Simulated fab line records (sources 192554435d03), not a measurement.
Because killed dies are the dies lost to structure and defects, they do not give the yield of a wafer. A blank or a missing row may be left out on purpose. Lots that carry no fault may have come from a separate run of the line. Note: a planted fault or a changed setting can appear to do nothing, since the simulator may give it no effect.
Which of the tools did it? -- flow n5_finfet -- 69 wafers from 23 lots sampled at 6 of the route's 1938 steps

WHAT THE GAUGES READ, wafer by wafer
N5_BEOL_M9_CD_MEAS_11: the cd target is 64.1 nm.
lot,measured,on,cd_nm (nm)
L074,day 9 09:58,cd_sem-03,63.9 64.2 64.0
L076,day 9 21:39,cd_sem-03,64.5 63.9 64.0
L075,day 9 21:50,cd_sem-03,64.1 64.3 63.9
L077,day 10 11:18,cd_sem-03,62.8 63.3 63.3
L079,day 10 20:44,cd_sem-02,63.8 64.3 63.7
L078,day 10 21:05,cd_sem-02,63.9 64.1 64.3
L080,day 11 00:35,cd_sem-01,63.9 64.2 64.1
L081,day 11 15:50,cd_sem-03,63.9 64.3 64.4
L082,day 11 23:05,cd_sem-02,63.7 64.1 64.4
L083,day 12 15:21,cd_sem-01,64.3 64.1 64.0
L084,day 12 20:13,cd_sem-01,63.9 63.5 63.5
L085,day 13 18:11,cd_sem-01,63.5 63.5 63.4
L087,day 13 18:13,cd_sem-02,63.9 63.8 63.3
L086,day 13 18:32,cd_sem-03,63.8 64.3 63.8
L090,day 14 01:08,cd_sem-03,64.0 63.5 63.8
L089,day 14 01:18,cd_sem-03,63.7 63.7 63.1
L091,day 14 09:58,cd_sem-01,64.6 64.4 64.4
L092,day 14 10:37,cd_sem-03,64.1 63.6 64.3
L093,day 14 19:58,cd_sem-01,64.5 63.9 64.6
L094,day 14 20:11,cd_sem-02,63.7 63.7 64.1
L095,day 15 05:31,cd_sem-01,63.3 63.4 63.6
L096,day 15 22:43,cd_sem-01,64.5 64.3 64.7
L097,day 16 09:04,cd_sem-01,63.7 64.4 64.1

N5_BEOL_M9_OCD_MEAS_38.
lot,measured,on,trench_depth_nm (nm)
L074,day 9 14:35,ocd-01,154.5 154.0 154.1
L076,day 9 23:29,ocd-02,150.8 149.3 148.6
L075,day 9 23:38,ocd-02,151.5 151.1 153.2
L077,day 10 14:08,ocd-02,153.1 155.5 154.2
L079,day 11 01:23,ocd-02,150.2 150.8 150.9
L078,day 11 01:06,ocd-02,153.7 151.9 152.7
L080,day 11 02:11,ocd-02,152.5 148.7 147.7
L081,day 11 18:52,ocd-02,150.1 149.0 148.6
L082,day 12 02:24,ocd-02,149.7 151.9 149.9
L083,day 12 16:55,ocd-02,150.2 153.2 149.6
L084,day 12 23:13,ocd-02,148.8 148.1 153.4
L085,day 13 19:45,ocd-02,149.1 149.9 150.7
L087,day 13 20:05,ocd-01,149.2 155.2 152.0
L086,day 13 21:08,ocd-02,151.1 148.4 148.1
L090,day 14 03:13,ocd-01,146.2 146.5 150.3
L089,day 14 03:16,ocd-02,150.7 150.5 151.8
L091,day 14 13:05,ocd-02,147.8 147.7 152.9
L092,day 14 12:55,ocd-02,154.3 152.2 150.8
L093,day 15 00:13,ocd-02,150.7 148.1 150.5
L094,day 15 00:54,ocd-01,151.1 153.6 151.6
L095,day 15 07:13,ocd-02,147.8 150.2 148.0
L096,day 16 03:08,ocd-01,147.6 151.6 148.6
L097,day 16 14:12,ocd-02,154.5 149.5 151.6

WHAT TOOL EACH LOT RAN ON (gives the tool, then ch and the chambers of the sampled wafers, and finally the start)
lot,N5_BEOL_M9_STRIP_67,N5_BEOL_M9_ETCH_76,N5_BEOL_M9_ETCH_66,N5_BEOL_M9_STRIP_80
L074,"rie_diel-03 ch 0,2,3, day 9 10:55","rie_diel-03 ch 2,3, day 9 14:10","rie_diel-03 ch 2,3, day 9 14:13","rie_diel-03 ch 2,3, day 9 14:35 or earlier"
L076,"rie_diel-03 ch 0,1, day 9 22:09","rie_diel-05 ch 0,1,2, day 9 23:04","rie_diel-05 ch 0,1,2, day 9 23:06","rie_diel-05 ch 0,1,2, day 9 23:29 or earlier"
L075,"rie_diel-05 ch 1,2,3, day 9 22:24","rie_diel-03 ch 0,3, day 9 23:13","rie_diel-03 ch 0,3, day 9 23:16","rie_diel-03 ch 0,3, day 9 23:38 or earlier"
L077,"rie_diel-05 ch 1,2,3, day 10 11:45","rie_diel-03 ch 0,2,3, day 10 13:43","rie_diel-03 ch 0,2,3, day 10 13:45","rie_diel-03 ch 0,2,3, day 10 14:08 or earlier"
L079,"rie_diel-04 ch 1,2,3, day 10 21:05","rie_diel-04 ch 1,2, day 11 00:58","rie_diel-04 ch 1,2, day 11 01:01","rie_diel-04 ch 1,2, day 11 01:23 or earlier"
L078,"rie_diel-05 ch 0,1,3, day 10 21:23","rie_diel-03 ch 0,2,3, day 11 00:41","rie_diel-03 ch 0,2,3, day 11 00:43","rie_diel-03 ch 0,2,3, day 11 01:06 or earlier"
L080,"rie_diel-04 ch 0,1,3, day 11 00:55","rie_diel-05 ch 1,2,3, day 11 01:46","rie_diel-05 ch 1,2,3, day 11 01:49","rie_diel-05 ch 1,2,3, day 11 02:11 or earlier"
L081,"rie_diel-03 ch 0,1, day 11 16:09","rie_diel-05 ch 0,1,2, day 11 18:26","rie_diel-05 ch 0,1,2, day 11 18:29","rie_diel-05 ch 0,1,2, day 11 18:52 or earlier"
L082,"rie_diel-04 ch 0,2,3, day 11 23:25","rie_diel-04 ch 0,2, day 12 01:58","rie_diel-04 ch 0,2, day 12 02:01","rie_diel-04 ch 0,2, day 12 02:24 or earlier"
L083,"rie_diel-04 ch 0,1,3, day 12 15:40","rie_diel-04 ch 0,1,2, day 12 16:29","rie_diel-04 ch 0,1,2, day 12 16:32","rie_diel-04 ch 0,1,2, day 12 16:55 or earlier"
L084,"rie_diel-05 ch 0,1,3, day 12 20:36","rie_diel-05 ch 0,1,3, day 12 22:47","rie_diel-05 ch 0,1,3, day 12 22:50","rie_diel-05 ch 0,1,3, day 12 23:13 or earlier"
L085,"rie_diel-04 ch 0,2, day 13 18:29","rie_diel-05 ch 0,1,2, day 13 19:20","rie_diel-05 ch 0,1,2, day 13 19:22","rie_diel-05 ch 0,1,2, day 13 19:45 or earlier"
L087,"rie_diel-05 ch 0,3, day 13 18:38","rie_diel-03 ch 0,1,2, day 13 19:40","rie_diel-03 ch 0,1,2, day 13 19:42","rie_diel-03 ch 0,1,2, day 13 20:05 or earlier"
L086,"rie_diel-03 ch 0,3, day 13 18:52","rie_diel-04 ch 0,1, day 13 20:43","rie_diel-04 ch 0,1, day 13 20:46","rie_diel-04 ch 0,1, day 13 21:08 or earlier"
L090,"rie_diel-03 ch 0,2, day 14 01:28","rie_diel-05 ch 0,1,3, day 14 02:48","rie_diel-05 ch 0,1,3, day 14 02:51","rie_diel-05 ch 0,1,3, day 14 03:13 or earlier"
L089,"rie_diel-05 ch 0,1,3, day 14 01:37","rie_diel-03 ch 0,2,3, day 14 02:50","rie_diel-03 ch 0,2,3, day 14 02:53","rie_diel-03 ch 0,2,3, day 14 03:16 or earlier"
L091,"rie_diel-04 ch 0,1,3, day 14 10:17","rie_diel-05 ch 0,2,3, day 14 12:40","rie_diel-05 ch 0,2,3, day 14 12:43","rie_diel-05 ch 0,2,3, day 14 13:05 or earlier"
L092,"rie_diel-03 ch 1,2,3, day 14 10:56","rie_diel-03 ch 0,1,2, day 14 12:29","rie_diel-03 ch 0,1,2, day 14 12:32","rie_diel-03 ch 0,1,2, day 14 12:55 or earlier"
L093,"rie_diel-05 ch 0,1,3, day 14 20:17","rie_diel-04 ch 0,1, day 14 23:47","rie_diel-04 ch 0,1, day 14 23:50","rie_diel-04 ch 0,1, day 15 00:13 or earlier"
L094,"rie_diel-05 ch 0,2,3, day 14 20:32","rie_diel-03 ch 1,2, day 15 00:29","rie_diel-03 ch 1,2, day 15 00:32","rie_diel-03 ch 1,2, day 15 00:54 or earlier"
L095,"rie_diel-04 ch 0,1,3, day 15 05:50","rie_diel-04 ch 0,1, day 15 06:48","rie_diel-04 ch 0,1, day 15 06:50","rie_diel-04 ch 0,1, day 15 07:13 or earlier"
L096,"rie_diel-04 ch 1,3, day 15 23:29","rie_diel-05 ch 0,1,3, day 16 02:43","rie_diel-05 ch 0,1,3, day 16 02:46","rie_diel-05 ch 0,1,3, day 16 03:08 or earlier"
L097,"rie_diel-03 ch 1,2, day 16 09:23","rie_diel-03 ch 1,2,3, day 16 13:47","rie_diel-03 ch 1,2,3, day 16 13:49","rie_diel-03 ch 1,2,3, day 16 14:12 or earlier"
- N5_BEOL_M9_STRIP_67: strips in CF4.
- N5_BEOL_M9_ETCH_76: etches underlayer in N2/H2, target depth 6.5 nm, time 5.2 s.
- N5_BEOL_M9_ETCH_66: etches SOC in N2/H2, target depth 80 nm, overetch 16 nm, time 120 s.
- N5_BEOL_M9_STRIP_80: strips in N2/H2, time 10 s.

AS READ BY THE TOOLS THEMSELVES (means over the sampled wafers that have a number; for cases with no such wafer, the mark the record gives instead)
N5_BEOL_M9_STRIP_67.
lot,tool,drypump_motor_current_A (A),oes_product_au (a.u.),rf_vpp_V (V),showerhead_plenum_p_Torr (Torr),throttle_valve_pct (%)
L074,rie_diel-03,5.8,0.72,271.3,1.78,13.66
L076,rie_diel-03,6.1,0.81,270.5,1.77,13.50
L075,rie_diel-05,5.8,0.76,272.1,1.86,13.69
L077,rie_diel-05,5.7,0.76,273.0,1.86,13.71
L079,rie_diel-04,6.3,0.72,271.1,1.78,13.67
L078,rie_diel-05,5.6,0.77,272.4,1.85,13.64
L080,rie_diel-04,6.0,0.76,271.2,1.82,13.60
L081,rie_diel-03,6.1,0.79,270.3,1.76,13.53
L082,rie_diel-04,6.1,0.75,272.0,1.81,13.57
L083,rie_diel-04,6.0,0.75,271.6,1.82,13.62
L084,rie_diel-05,5.6,0.76,271.2,1.84,13.68
L085,rie_diel-04,5.8,0.77,272.6,1.84,13.51
L087,rie_diel-05,5.5,0.79,272.3,1.85,13.64
L086,rie_diel-03,5.9,0.69,270.9,1.76,13.81
L090,rie_diel-03,6.0,0.71,270.4,1.77,13.72
L089,rie_diel-05,5.6,0.75,271.7,1.84,13.70
L091,rie_diel-04,6.0,0.74,272.5,1.81,13.65
L092,rie_diel-03,5.7,0.73,269.7,1.76,13.62
L093,rie_diel-05,5.6,0.75,272.3,1.84,13.72
L094,rie_diel-05,5.5,0.75,271.7,1.83,13.78
L095,rie_diel-04,6.0,0.74,271.3,1.81,13.66
L096,rie_diel-04,6.3,0.69,272.2,1.77,13.74
L097,rie_diel-03,5.6,0.73,270.6,1.76,13.58

N5_BEOL_M9_ETCH_76.
lot,tool,drypump_motor_current_A (A),etch_rf_on_time_s (s),oes_product_au (a.u.),rf_vpp_V (V),showerhead_plenum_p_Torr (Torr),throttle_valve_pct (%)
L074,rie_diel-03,5.5,5.12,0.62,522.6,2.52,17.81
L076,rie_diel-05,5.6,5.24,0.63,525.5,2.61,18.08
L075,rie_diel-03,5.9,5.17,0.60,523.8,2.51,17.94
L077,rie_diel-03,5.8,5.10,0.61,524.6,2.51,17.87
L079,rie_diel-04,6.3,5.31,0.62,525.8,2.53,18.04
L078,rie_diel-03,5.8,5.17,0.61,523.2,2.51,17.90
L080,rie_diel-05,5.8,5.26,0.64,526.3,2.65,17.99
L081,rie_diel-05,5.6,5.23,0.62,526.1,2.60,18.09
L082,rie_diel-04,6.2,5.17,0.64,525.7,2.57,17.86
L083,rie_diel-04,6.0,5.14,0.64,524.8,2.58,17.93
L084,rie_diel-05,5.6,5.19,0.64,525.1,2.62,18.05
L085,rie_diel-05,5.6,5.24,0.62,526.5,2.60,18.11
L087,rie_diel-03,6.0,5.11,0.64,522.7,2.49,17.86
L086,rie_diel-04,6.0,5.23,0.64,524.1,2.58,18.00
L090,rie_diel-05,5.6,5.21,0.65,527.3,2.62,18.06
L089,rie_diel-03,5.8,5.13,0.59,523.7,2.50,17.92
L091,rie_diel-05,5.5,5.26,0.64,525.7,2.61,18.12
L092,rie_diel-03,6.0,5.09,0.64,522.3,2.49,17.87
L093,rie_diel-04,5.7,5.20,0.65,525.7,2.62,17.88
L094,rie_diel-03,5.6,5.06,0.64,522.0,2.50,17.81
L095,rie_diel-04,5.9,5.22,0.63,525.7,2.58,18.03
L096,rie_diel-05,5.6,5.24,0.62,524.3,2.61,18.09
L097,rie_diel-03,5.7,5.20,0.69,523.6,2.49,17.80

N5_BEOL_M9_ETCH_66.
lot,tool,drypump_motor_current_A (A),oes_product_au (a.u.),rf_vpp_V (V),showerhead_plenum_p_Torr (Torr),throttle_valve_pct (%)
L074,rie_diel-03,5.5,0.55,524.1,2.52,17.76
L076,rie_diel-05,5.6,0.58,526.1,2.61,18.02
L075,rie_diel-03,5.9,0.54,522.9,2.51,17.91
L077,rie_diel-03,5.8,0.55,523.0,2.51,17.84
L079,rie_diel-04,6.3,0.56,523.3,2.53,18.01
L078,rie_diel-03,5.8,0.55,522.1,2.51,17.85
L080,rie_diel-05,5.8,0.58,527.0,2.65,17.95
L081,rie_diel-05,5.6,0.56,526.5,2.60,18.06
L082,rie_diel-04,6.1,0.58,524.1,2.57,17.81
L083,rie_diel-04,6.1,0.58,523.9,2.58,17.89
L084,rie_diel-05,5.6,0.59,526.6,2.62,18.00
L085,rie_diel-05,5.6,0.55,525.7,2.60,18.08
L087,rie_diel-03,5.9,0.57,523.0,2.49,17.82
L086,rie_diel-04,5.9,0.58,524.8,2.58,17.95
L090,rie_diel-05,5.6,0.57,526.2,2.62,18.01
L089,rie_diel-03,5.8,0.54,522.9,2.50,17.88
L091,rie_diel-05,5.5,0.58,526.2,2.61,18.09
L092,rie_diel-03,6.0,0.57,522.8,2.49,17.83
L093,rie_diel-04,5.7,0.59,525.7,2.62,17.84
L094,rie_diel-03,5.6,0.57,523.1,2.50,17.78
L095,rie_diel-04,6.0,0.57,525.6,2.58,17.98
L096,rie_diel-05,5.6,0.56,526.2,2.61,18.04
L097,rie_diel-03,5.7,0.62,522.5,2.49,17.75

N5_BEOL_M9_STRIP_80.
lot,tool,drypump_motor_current_A (A),oes_product_au (a.u.),rf_vpp_V (V),showerhead_plenum_p_Torr (Torr),throttle_valve_pct (%)
L074,rie_diel-03,5.5,0.72,58.7,2.52,23.55
L076,rie_diel-05,5.6,0.74,59.1,2.60,23.91
L075,rie_diel-03,5.8,0.71,58.6,2.51,23.63
L077,rie_diel-03,5.8,0.71,59.0,2.51,23.59
L079,rie_diel-04,6.3,0.74,59.0,2.53,23.87
L078,rie_diel-03,5.8,0.72,59.2,2.51,23.59
L080,rie_diel-05,5.7,0.76,59.1,2.64,23.75
L081,rie_diel-05,5.6,0.73,58.7,2.60,23.92
L082,rie_diel-04,6.1,0.76,59.6,2.57,23.65
L083,rie_diel-04,6.1,0.76,59.0,2.57,23.73
L084,rie_diel-05,5.6,0.76,59.2,2.62,23.90
L085,rie_diel-05,5.6,0.72,58.6,2.59,23.93
L087,rie_diel-03,6.0,0.75,59.8,2.49,23.66
L086,rie_diel-04,5.9,0.76,60.2,2.58,23.80
L090,rie_diel-05,5.6,0.76,59.8,2.62,23.92
L089,rie_diel-03,5.8,0.70,59.2,2.50,23.61
L091,rie_diel-05,5.5,0.75,59.6,2.61,23.96
L092,rie_diel-03,5.9,0.75,59.3,2.49,23.68
L093,rie_diel-04,5.7,0.77,59.0,2.62,23.65
L094,rie_diel-03,5.7,0.75,59.3,2.49,23.64
L095,rie_diel-04,5.9,0.74,58.8,2.57,23.82
L096,rie_diel-05,5.6,0.74,59.3,2.61,23.93
L097,rie_diel-03,5.7,0.82,58.3,2.49,23.64

THE ANSWER, worked out from the rows above alone
Rule: the usual values come from the lots themselves. Put in order of their means at a reading, lots are off if they are a third of the lots or fewer, leave a main group of 4 or more, and stand apart from it by a gap of 3 or more times the standard deviation of the main group's means; of several such gaps the widest counts. Not used: any main group whose means are identical at the precision the tables above print for the reading. Also off: a lot with no number at a reading for which 4 or more lots have one. All remaining lots with rows at the step are treated as sound. After the gauges, taken in route order, come the tools' own readings; for these a lot's mean is taken, as printed above. At the first step where some lot is off, the reading lying furthest off is the one used; lots without a number count as furthest.
No lot is off at any reading shown: from this, nothing can be told.

WHAT WAS PUT IN BY THE SIMULATOR
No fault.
